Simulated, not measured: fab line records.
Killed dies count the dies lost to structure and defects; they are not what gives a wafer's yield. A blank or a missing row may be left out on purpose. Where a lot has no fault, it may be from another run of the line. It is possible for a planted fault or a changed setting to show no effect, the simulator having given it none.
Matching of chambers / flow n5Finfet / 4 sister chambers for N5_SD_EPI_N_ETCH_35 on rieDiel-06
The step etches SOC in N2/H2, overetch 108 nm, time 486 s. 4 wafers are shown with their chamber, then 12 later ones without.

== EACH WAFER AND ITS CHAMBER ==
wafer=L083.2; chamber=0; throttleValvePct (%)=24.30
wafer=L085.1; chamber=1; throttleValvePct (%)=23.68
wafer=L085.4; chamber=2; throttleValvePct (%)=24.05
wafer=L085.5; chamber=3; throttleValvePct (%)=23.94

== WAFERS WITHOUT THEIR CHAMBER ==
wafer=L086.2; throttleValvePct (%)=23.94
wafer=L086.4; throttleValvePct (%)=24.06
wafer=L086.6; throttleValvePct (%)=24.06
wafer=L090.2; throttleValvePct (%)=23.70
wafer=L090.3; throttleValvePct (%)=24.09
wafer=L090.4; throttleValvePct (%)=24.32
wafer=L091.3; throttleValvePct (%)=23.71
wafer=L091.4; throttleValvePct (%)=24.32
wafer=L091.6; throttleValvePct (%)=24.07
wafer=L094.2; throttleValvePct (%)=23.96
wafer=L094.3; throttleValvePct (%)=24.07
wafer=L094.4; throttleValvePct (%)=23.70

== CHAMBER TAKEN BY EACH ==
wafer=L086.2; from the rows above=3; in truth=3
wafer=L086.4; from the rows above=2; in truth=2
wafer=L086.6; from the rows above=2; in truth=2
wafer=L090.2; from the rows above=1; in truth=1
wafer=L090.3; from the rows above=2; in truth=2
wafer=L090.4; from the rows above=0; in truth=0
wafer=L091.3; from the rows above=1; in truth=1
wafer=L091.4; from the rows above=0; in truth=0
wafer=L091.6; from the rows above=2; in truth=2
wafer=L094.2; from the rows above=3; in truth=3
wafer=L094.3; from the rows above=2; in truth=2
wafer=L094.4; from the rows above=1; in truth=1
Placed correctly: 12 of 12. Can't be placed from these rows: 0. 0 placed wrongly.
How it was worked out, from the rows above alone: a wafer's distance from a chamber is the root of the sum, over the readings, of the square of ((its reading less the chamber's mean) divided by the reading's scatter). The wafer belongs to the nearest chamber; if the next one is less than 2 further off, it can't be placed. Each chamber's mean is taken over the wafers shown for it. The scatter: root of mean squared gap, hidden wafer to nearest shown wafer, with one shown wafer a chamber.
